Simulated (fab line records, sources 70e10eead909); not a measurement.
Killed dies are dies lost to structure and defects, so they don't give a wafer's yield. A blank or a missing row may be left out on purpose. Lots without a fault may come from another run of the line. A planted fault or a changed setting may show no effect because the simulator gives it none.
A struck lot beside a sound one | flow nand_harc | 15 steps out of a route of 1159
Sound: wafers L492.2, L492.3, L492.4. Struck: wafers L495.1, L495.2, L495.3. The cause comes at the end.
At each step with rows: each side's tool, then ch and its chambers, then its first start. Under that, the readings that differ: sound wafers | struck wafers | difference of the means | sigmas: that difference in standard deviations of wafers without a fault.
alike: readings whose means differ by less than 2 such deviations, and words and numbers that are the same on both sides. not compared: withheld readings, readings that some wafer has no value for, bounds like >300 that may hide the same value, and numbers for which the record gives no deviation and whose values overlap.
The two part at a step that has a row with sigmas, a row that says differs or no value, or rows on one side only. Numbers that don't overlap but have no deviation are shown without sigmas and don't part them. A reading that every wafer of one side lacks parts them only if that side has two wafers or more.

NHARC_A_CHANNEL_HOLE_D1_ETCH_44: etches the open film in CF4/O2, target depth 140 nm, overetch 14 nm, time 77 s.
  sound on rie_diel-11 ch 0,1,2, day 10 11:19; struck on rie_diel-11 ch 1,2,3, day 11 17:19
  reading                | sound | struck | difference | sigmas
  rf_hours_counter_h (h) | 2 1 2 | 6 5 5  | +4         |
  alike: drypump_motor_current_A, oes_product_au, rf_vpp_V, showerhead_plenum_p_Torr, throttle_valve_pct
NHARC_A_CHANNEL_HOLE_D1_STRIP_27: strips in O2.
  sound on rie_diel-11 ch 1,2,3; struck on rie_diel-11 ch 0,1,2
  reading                | sound | struck | difference | sigmas
  rf_hours_counter_h (h) | 2 2 2 | 5 5 5  | +3         |
  alike: drypump_motor_current_A, oes_product_au, rf_vpp_V, showerhead_plenum_p_Torr, throttle_valve_pct
then, 2 steps without rows for these wafers: NHARC_A_CHANNEL_HOLE_D1_PRECLEAN_28 (cleans in SC1); NHARC_A_CHANNEL_HOLE_D1_SRD_29.
NHARC_A_CHANNEL_HOLE_D1_CD_MEAS_30:
  sound on cd_sem-01, day 10 12:07; struck on cd_sem-02, day 11 18:07
  reading    | sound          | struck         | difference | sigmas
  cd_nm (nm) | 90.4 91.4 91.3 | 88.9 89.1 88.1 | -2.3       | -3
NHARC_A_CHANNEL_HOLE_D1_XSEM_31:
  sound on xsem-02 ch 0, day 10 12:13; struck on xsem-02 ch 0, day 11 18:13
  alike: bot_cd_nm, bow_nm, tilt_deg
NHARC_A_CHANNEL_HOLE_D1_INSPECT_40:
  sound on defect_inspect-01, day 10 12:19; struck on defect_inspect-02, day 11 18:19
  alike: raw_defect_count
then, 4 steps without rows for these wafers: NHARC_A_CHANNEL_FILL_D1_PRECLEAN_00 (cleans in SC1); NHARC_A_CHANNEL_FILL_D1_SRD_01; NHARC_A_CHANNEL_FILL_D1_ALD_02 (deposits SiO2, target thk 6 nm, pulse time 10 s, ald cycles 60); NHARC_A_CHANNEL_FILL_D1_ALD_03 (deposits SiNx, target thk 6 nm, pulse time 60 s, ald cycles 58).
NHARC_A_CHANNEL_FILL_D1_ALD_14: deposits SiO2, target thk 2.5 nm, pulse time 10 s, ald cycles 25.
  sound on ald_hk-03 ch 0,2,3, day 10 20:44; struck on ald_hk-04 ch 0,1,3, day 12 01:34
  alike: ald_cycles, heater_power_outer_w, heater_power_w, precursor_pulse_height_rel
NHARC_A_CHANNEL_FILL_D1_ALD_15: deposits SiNx, target thk 2 nm, pulse time 60 s, ald cycles 19.
  sound on ald_sin_batch-01 ch 0, day 10 23:51; struck on ald_sin_batch-03 ch 0, day 12 04:40
  reading    | sound    | struck   | difference | sigmas
  ald_cycles | 19 19 19 | 23 23 23 | +4         |
  alike: chamber_pressure_Torr, precursor_pulse_height_rel
NHARC_A_CHANNEL_FILL_D1_ALD_16: deposits SiO2, target thk 1.5 nm, pulse time 10 s, ald cycles 15.
  sound on ald_hk-03 ch 0,1,3, day 11 01:53; struck on ald_hk-02 ch 0,1,2, day 12 07:02
  reading                  | sound       | struck      | difference | sigmas
  heater_power_outer_w (W) | 227 233 238 | 372 300 298 | +91        | +2
  heater_power_w (W)       | 406 387 418 | 673 508 577 | +182       | +2
  alike: ald_cycles, precursor_pulse_height_rel
-- the record jumps here: 10 days lie between the struck wafers' starts before and after (it left off in module A_CHANNEL_FILL_D1 and takes up again in module END, whose first step shown is number 1159 of the route) --
NHARC_END_SORT_01:
  sound on prober-01 ch 0, day 21 10:39; struck on prober-02 ch 0, day 22 15:52
  alike: killed_at_array, killed_at_other, killed_at_periphery, killed_dies, killed_open, killed_short

WHERE THEY PART
First at NHARC_A_CHANNEL_HOLE_D1_CD_MEAS_30; last, within this record, at NHARC_A_CHANNEL_FILL_D1_ALD_16. Later steps at which nothing parts them and some readings are alike: NHARC_END_SORT_01.

WHY: what the simulator had put in
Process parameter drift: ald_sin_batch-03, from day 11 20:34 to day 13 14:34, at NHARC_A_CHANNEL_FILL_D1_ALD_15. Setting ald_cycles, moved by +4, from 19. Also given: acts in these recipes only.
